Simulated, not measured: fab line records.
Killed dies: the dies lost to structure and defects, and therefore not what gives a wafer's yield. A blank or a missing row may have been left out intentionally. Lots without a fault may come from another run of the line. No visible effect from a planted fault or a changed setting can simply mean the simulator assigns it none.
Struck lot and sound lot, side by side -- flow n5_finfet -- 37 out of 1938 route steps
Sound: wafers L941.1, L941.2, L941.5. The struck wafers were L932.1, L932.3, L932.5. At the end, the cause is stated.
Per side, at each step with rows, come the tool, then ch with its chambers, and then its first start. Under that, the readings that differ: sound wafers -- struck wafers -- difference of the means -- sigmas: that difference in standard deviations of wafers without a fault.
alike: words and numbers the same on both sides, and readings whose means are apart by under 2 such deviations; not compared: readings that were withheld, readings missing a value for some wafer, numbers with overlapping values and no deviation given by the record, and bounds like >300 which may hide the same value.
A row with sigmas, a row that says differs or no value, or rows on one side alone: a step with any of these is where the two part. When numbers do not overlap yet have no deviation, they are printed without sigmas and do not part them. A reading missing from all wafers of one side parts the sides only when that side holds two or more wafers.

first, 9 steps without rows for these wafers: N5_WELL_APT_COAT_19 (resist thk 950 nm); N5_WELL_APT_EBR_21; N5_WELL_APT_SOFTBAKE_20 (time 60 s); N5_WELL_APT_EXPOSE_22 (exposes mask PWELL, defocus 0 nm, target cd 200 nm); N5_WELL_APT_PEB_23 (peb time 90 s); N5_WELL_APT_DEVELOP_24 (develop time 45 s); N5_WELL_APT_HARDBAKE_29 (time 120 s); N5_WELL_APT_DESCUM_30 (chemistry O2, time 7.9 s); N5_WELL_APT_IMPLANT_31.
N5_WELL_APT_IMPLANT_32:
  sound on implanter-02 ch 0, day 6 15:45; struck on implanter-01 ch 0, day 4 09:26
reading,sound,struck,difference,sigmas
beam_energy_keV,50.001 50.011 50.026,41.207 41.213 41.212,-8.802,-99 or more
model.implant.rp_nm (nm),38.63 38.63 38.63,31.06 31.06 31.06,-7.57,
model.implant.drp_nm (nm),18.55 18.55 18.55,16.2 16.2 16.2,-2.4,
then, 25 steps without rows for these wafers: N5_WELL_APT_STRIP_33 (strips in SPM, time 900 s); N5_WELL_APT_RTA_34 (time 10 s); N5_WELL_APT_OXIDE_STRIP_42 (strips SiO2 in dHF, time 45 s, target depth 12 nm); N5_WELL_APT_PRECLEAN_36 (cleans in O3/DIW, time 45 s); N5_WELL_APT_PRECLEAN_39 (cleans in dHF, time 60 s); N5_WELL_APT_SRD_37 (time 30 s); N5_WELL_APT_EPI_41 (deposits Si from SiH4/H2, target thk 50 nm, time 297.7 s); N5_PMOS_HMC_CHANNEL_EPI_HM_DEP_34 (deposits SiO2 from TEOS/O2, target thk 36 nm, time 6.9 s); N5_PMOS_HMC_CHANNEL_EPI_COAT_31 (time 60 s, resist thk 66 nm); N5_PMOS_HMC_CHANNEL_EPI_COAT_03 (resist thk 205 nm); N5_PMOS_HMC_CHANNEL_EPI_EBR_05; N5_PMOS_HMC_CHANNEL_EPI_SOFTBAKE_04 (time 60 s); N5_PMOS_HMC_CHANNEL_EPI_EXPOSE_06 (exposes mask PMOS HMC BLK, target cd 240 nm); N5_PMOS_HMC_CHANNEL_EPI_PEB_07 (peb time 60 s); N5_PMOS_HMC_CHANNEL_EPI_DEVELOP_08 (develop time 30 s); N5_PMOS_HMC_CHANNEL_EPI_DESCUM_14 (chemistry O2, time 7.9 s); N5_PMOS_HMC_CHANNEL_EPI_ETCH_32 (etches BARC in N2/H2, stops on SiO2, target depth 85.8 nm, time 50.3 s); N5_PMOS_HMC_CHANNEL_EPI_HM_OPEN_15 (chemistry CHF3/O2, target SiO2, target depth 40.6 nm, time 20.3 s); N5_PMOS_HMC_CHANNEL_EPI_STRIP_33 (strips in N2/H2); N5_PMOS_HMC_CHANNEL_EPI_STRIP_17 (strips in SPM, time 750 s); N5_PMOS_HMC_CHANNEL_EPI_ETCH_38 (etches SiO2 in CF4, target depth 1.5 nm); N5_PMOS_HMC_CHANNEL_EPI_FIN_RECESS_16 (chemistry HBr/Cl2, target Si, target depth 54 nm, time 18 s); N5_PMOS_HMC_CHANNEL_EPI_PRECLEAN_36 (cleans in O3/DIW, time 45 s); N5_PMOS_HMC_CHANNEL_EPI_PRECLEAN_18 (cleans in DHF, time 30 s); N5_PMOS_HMC_CHANNEL_EPI_SRD_19 (time 30 s).
-- here the record skips 7 days between the struck wafers' starts before and after, leaving off in module PMOS_HMC_CHANNEL_EPI and picking up in module BEOL_M4 (first step shown: number 1111 of the route) --
N5_BEOL_M4_RC_MEAS_101:
  sound on prober-01 ch 0, day 13 01:11; struck on prober-02 ch 0, day 10 23:55
reading,sound,struck,difference,sigmas
CJ_N,4.25 4.35 4.29,5.04 5.06 5.04,+0.75,+11
IOFF_N_LONG (nA/um),5.55e-05 5.74e-05 5.63e-05,6.35e-05 6.3e-05 6.38e-05,+7.03e-06,+3
RS_PWELL (ohm/sq),3008 3032 3039,3132 3149 3123,+108,+4
  alike: DIBL_N, DIBL_P, IOFF_N, IOFF_P, ION_N, ION_P, SS_N, SS_P, VT_N, VT_P
N5_PASSIVATION_PROBE_49:
  rows exist in the record for the sound wafers here (prober-02, day 17 07:58), none for the struck ones

## WHERE THEY PART
At N5_WELL_APT_IMPLANT_32 first; at N5_PASSIVATION_PROBE_49 last (within this record only).

WHY: what the simulator had put in
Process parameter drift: implanter-01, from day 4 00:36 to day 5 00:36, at N5_WELL_APT_IMPLANT_32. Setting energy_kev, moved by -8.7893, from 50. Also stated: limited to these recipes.
